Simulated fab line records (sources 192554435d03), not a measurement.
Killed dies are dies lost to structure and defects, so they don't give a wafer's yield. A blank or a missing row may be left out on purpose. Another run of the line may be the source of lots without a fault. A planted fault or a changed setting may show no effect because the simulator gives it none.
Split-lot study || flow n5_finfet || route with 1938 steps; 7 lots, 39 wafers read

## THE SPLIT
At N5_GATE_CUT_ETCH_58 (etches SiNx in CH3F/O2, target depth 17 nm, time 128.6 s), the setting source_w was moved away from the recipe's 415 W on 18 of the 39 wafers read, by -15.2% to +16.9%. This setting was run at the recipe's value on the other wafers.

Reading taken at the split's own step.

## THE READING
rf_vpp_V, in V, at N5_GATE_CUT_ETCH_58 (etches SiNx in CH3F/O2, target depth 17 nm, time 128.6 s). On this fab line, fault-free wafers typically give 99.1 V with a standard deviation of 0.84 V.

{"wafer": "L074.2", "tool, chamber at the split": "rie_diel-06, 1", "source_w as run, W": 415, "against the recipe": "recipe", "rf_vpp_V, V": 100.0, "against lot-mates on the recipe": "-"}
{"wafer": "L074.3", "tool, chamber at the split": "rie_diel-06, 0", "source_w as run, W": 415, "against the recipe": "recipe", "rf_vpp_V, V": 99.9, "against lot-mates on the recipe": "-"}
{"wafer": "L074.4", "tool, chamber at the split": "rie_diel-06, 2", "source_w as run, W": 415, "against the recipe": "recipe", "rf_vpp_V, V": 99.1, "against lot-mates on the recipe": "-"}
{"wafer": "L075.1", "tool, chamber at the split": "rie_diel-03, 0", "source_w as run, W": 485.3, "against the recipe": "+16.9%", "rf_vpp_V, V": 94.2, "against lot-mates on the recipe": -4.6}
{"wafer": "L075.2", "tool, chamber at the split": "rie_diel-03, 2", "source_w as run, W": 415, "against the recipe": "recipe", "rf_vpp_V, V": 99.0, "against lot-mates on the recipe": "-"}
{"wafer": "L075.3", "tool, chamber at the split": "rie_diel-03, 1", "source_w as run, W": 485.3, "against the recipe": "+16.9%", "rf_vpp_V, V": 94.1, "against lot-mates on the recipe": -4.7}
{"wafer": "L075.4", "tool, chamber at the split": "rie_diel-03, 3", "source_w as run, W": 415, "against the recipe": "recipe", "rf_vpp_V, V": 99.9, "against lot-mates on the recipe": "-"}
{"wafer": "L075.5", "tool, chamber at the split": "rie_diel-03, 0", "source_w as run, W": 415, "against the recipe": "recipe", "rf_vpp_V, V": 97.5, "against lot-mates on the recipe": "-"}
{"wafer": "L075.6", "tool, chamber at the split": "rie_diel-03, 1", "source_w as run, W": 485.3, "against the recipe": "+16.9%", "rf_vpp_V, V": 94.0, "against lot-mates on the recipe": -4.8}
{"wafer": "L085.1", "tool, chamber at the split": "rie_diel-06, 3", "source_w as run, W": 415, "against the recipe": "recipe", "rf_vpp_V, V": 98.4, "against lot-mates on the recipe": "-"}
{"wafer": "L085.2", "tool, chamber at the split": "rie_diel-06, 0", "source_w as run, W": 352.1, "against the recipe": "-15.2%", "rf_vpp_V, V": 104.5, "against lot-mates on the recipe": "+5.5"}
{"wafer": "L085.3", "tool, chamber at the split": "rie_diel-06, 2", "source_w as run, W": 352.1, "against the recipe": "-15.2%", "rf_vpp_V, V": 104.2, "against lot-mates on the recipe": "+5.2"}
{"wafer": "L085.4", "tool, chamber at the split": "rie_diel-06, 1", "source_w as run, W": 352.1, "against the recipe": "-15.2%", "rf_vpp_V, V": 106.0, "against lot-mates on the recipe": "+7.0"}
{"wafer": "L085.5", "tool, chamber at the split": "rie_diel-06, 3", "source_w as run, W": 415, "against the recipe": "recipe", "rf_vpp_V, V": 98.9, "against lot-mates on the recipe": "-"}
{"wafer": "L085.6", "tool, chamber at the split": "rie_diel-06, 0", "source_w as run, W": 415, "against the recipe": "recipe", "rf_vpp_V, V": 99.7, "against lot-mates on the recipe": "-"}
{"wafer": "L087.1", "tool, chamber at the split": "rie_diel-03, 0", "source_w as run, W": 415, "against the recipe": "recipe", "rf_vpp_V, V": 99.7, "against lot-mates on the recipe": "-"}
{"wafer": "L087.2", "tool, chamber at the split": "rie_diel-03, 1", "source_w as run, W": 415, "against the recipe": "recipe", "rf_vpp_V, V": 99.1, "against lot-mates on the recipe": "-"}
{"wafer": "L087.3", "tool, chamber at the split": "rie_diel-03, 3", "source_w as run, W": 384.8, "against the recipe": "-7.3%", "rf_vpp_V, V": 101.1, "against lot-mates on the recipe": "+1.8"}
{"wafer": "L087.4", "tool, chamber at the split": "rie_diel-03, 2", "source_w as run, W": 384.8, "against the recipe": "-7.3%", "rf_vpp_V, V": 102.9, "against lot-mates on the recipe": "+3.6"}
{"wafer": "L087.5", "tool, chamber at the split": "rie_diel-03, 3", "source_w as run, W": 384.8, "against the recipe": "-7.3%", "rf_vpp_V, V": 100.7, "against lot-mates on the recipe": "+1.4"}
{"wafer": "L087.6", "tool, chamber at the split": "rie_diel-03, 0", "source_w as run, W": 415, "against the recipe": "recipe", "rf_vpp_V, V": 99.1, "against lot-mates on the recipe": "-"}
{"wafer": "L093.1", "tool, chamber at the split": "rie_diel-01, 2", "source_w as run, W": 450.9, "against the recipe": "+8.7%", "rf_vpp_V, V": 95.9, "against lot-mates on the recipe": -2.8}
{"wafer": "L093.2", "tool, chamber at the split": "rie_diel-01, 1", "source_w as run, W": 415, "against the recipe": "recipe", "rf_vpp_V, V": 98.3, "against lot-mates on the recipe": "-"}
{"wafer": "L093.3", "tool, chamber at the split": "rie_diel-01, 3", "source_w as run, W": 415, "against the recipe": "recipe", "rf_vpp_V, V": 98.4, "against lot-mates on the recipe": "-"}
{"wafer": "L093.4", "tool, chamber at the split": "rie_diel-01, 3", "source_w as run, W": 415, "against the recipe": "recipe", "rf_vpp_V, V": 99.5, "against lot-mates on the recipe": "-"}
{"wafer": "L093.5", "tool, chamber at the split": "rie_diel-01, 1", "source_w as run, W": 450.9, "against the recipe": "+8.7%", "rf_vpp_V, V": 95.8, "against lot-mates on the recipe": -2.9}
{"wafer": "L093.6", "tool, chamber at the split": "rie_diel-01, 2", "source_w as run, W": 450.9, "against the recipe": "+8.7%", "rf_vpp_V, V": 96.3, "against lot-mates on the recipe": -2.4}
{"wafer": "L096.1", "tool, chamber at the split": "rie_diel-01, 3", "source_w as run, W": 415, "against the recipe": "recipe", "rf_vpp_V, V": 98.4, "against lot-mates on the recipe": "-"}
{"wafer": "L096.2", "tool, chamber at the split": "rie_diel-01, 2", "source_w as run, W": 415, "against the recipe": "recipe", "rf_vpp_V, V": 99.8, "against lot-mates on the recipe": "-"}
{"wafer": "L096.3", "tool, chamber at the split": "rie_diel-01, 0", "source_w as run, W": 415, "against the recipe": "recipe", "rf_vpp_V, V": 99.4, "against lot-mates on the recipe": "-"}
{"wafer": "L096.4", "tool, chamber at the split": "rie_diel-01, 1", "source_w as run, W": 355.2, "against the recipe": "-14.4%", "rf_vpp_V, V": 103.9, "against lot-mates on the recipe": "+4.7"}
{"wafer": "L096.5", "tool, chamber at the split": "rie_diel-01, 0", "source_w as run, W": 355.2, "against the recipe": "-14.4%", "rf_vpp_V, V": 104.5, "against lot-mates on the recipe": "+5.3"}
{"wafer": "L096.6", "tool, chamber at the split": "rie_diel-01, 3", "source_w as run, W": 355.2, "against the recipe": "-14.4%", "rf_vpp_V, V": 103.0, "against lot-mates on the recipe": "+3.8"}
{"wafer": "L097.1", "tool, chamber at the split": "rie_diel-03, 0", "source_w as run, W": 415, "against the recipe": "recipe", "rf_vpp_V, V": 97.7, "against lot-mates on the recipe": "-"}
{"wafer": "L097.2", "tool, chamber at the split": "rie_diel-03, 2", "source_w as run, W": 415, "against the recipe": "recipe", "rf_vpp_V, V": 99.6, "against lot-mates on the recipe": "-"}
{"wafer": "L097.3", "tool, chamber at the split": "rie_diel-03, 3", "source_w as run, W": 438.2, "against the recipe": "+5.6%", "rf_vpp_V, V": 95.9, "against lot-mates on the recipe": -3.0}
{"wafer": "L097.4", "tool, chamber at the split": "rie_diel-03, 1", "source_w as run, W": 438.2, "against the recipe": "+5.6%", "rf_vpp_V, V": 96.1, "against lot-mates on the recipe": -2.8}
{"wafer": "L097.5", "tool, chamber at the split": "rie_diel-03, 1", "source_w as run, W": 438.2, "against the recipe": "+5.6%", "rf_vpp_V, V": 99.1, "against lot-mates on the recipe": "+0.2"}
{"wafer": "L097.6", "tool, chamber at the split": "rie_diel-03, 0", "source_w as run, W": 415, "against the recipe": "recipe", "rf_vpp_V, V": 99.3, "against lot-mates on the recipe": "-"}

THE FIT
A straight line over all 39 wafers: rf_vpp_V changes by -0.335 V for each +1% of source_w; r = -0.96; the points scatter about the line by 0.84 V.
The same after taking each lot's own level away (the mean of its wafers on the recipe; 39 wafers): -0.323 V for each +1%; r = -0.96; scatter 0.82 V.
The reading moves by 5.5 V for the largest change in source_w, on that fit.
The span of the lots' own levels, 98.73 to 99.67 V, comes to 1.1 times the standard deviation stated above.
Consequently the slope shifts little with the lot-to-lot level, the two slopes agreeing.
Check: with one of the wafers moved furthest among these (+16.9%) left out of the fit, the line predicts -5.46 V for it against its lot-mates. Against them it came out at -4.6 V.
Tool readings at the split's step, against how far the setting was moved: rf_vpp_V r = -0.96.

## FURTHER SPLITS ON THESE WAFERS
Before the reading, these wafers also passed through other splits. Each is held against what the fit with the lots' levels taken away leaves over:
{"other split on the same wafers": "N5_FIN_CUT_ETCH_21 time_s", "wafers away from the commonest value": 18, "r with rf_vpp_V (lot level and that fit taken away)": -0.01}
{"other split on the same wafers": "N5_DUMMY_GATE_EXPOSE_12 dose_mj", "wafers away from the commonest value": 12, "r with rf_vpp_V (lot level and that fit taken away)": -0.11}
{"other split on the same wafers": "N5_HKMG_FIN_HK_ALD_01 ald_cycles", "wafers away from the commonest value": 15, "r with rf_vpp_V (lot level and that fit taken away)": "+0.03"}

## THE WHOLE CHAIN: every reading that the file lists as answering this split, in the file's order
{"step": "N5_GATE_CUT_ETCH_58", "what it does": "etches SiNx in CH3F/O2, target depth 17 nm, time 128.6 s", "reading": "rf_vpp_V", "change (the file's fit)": "-0.324 V for each +1% of the setting", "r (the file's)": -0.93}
{"step": "N5_GATE_CUT_ETCH_58", "what it does": "etches SiNx in CH3F/O2, target depth 17 nm, time 128.6 s", "reading": "etch.depth_nm (the simulator's own value, which no gauge read)", "change (the file's fit)": "+0.0481 nm for each +1% of the setting", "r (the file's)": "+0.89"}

## FILE'S OWN FIT
rf_vpp_V changes by -0.324 V for each +1% of source_w, r = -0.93.
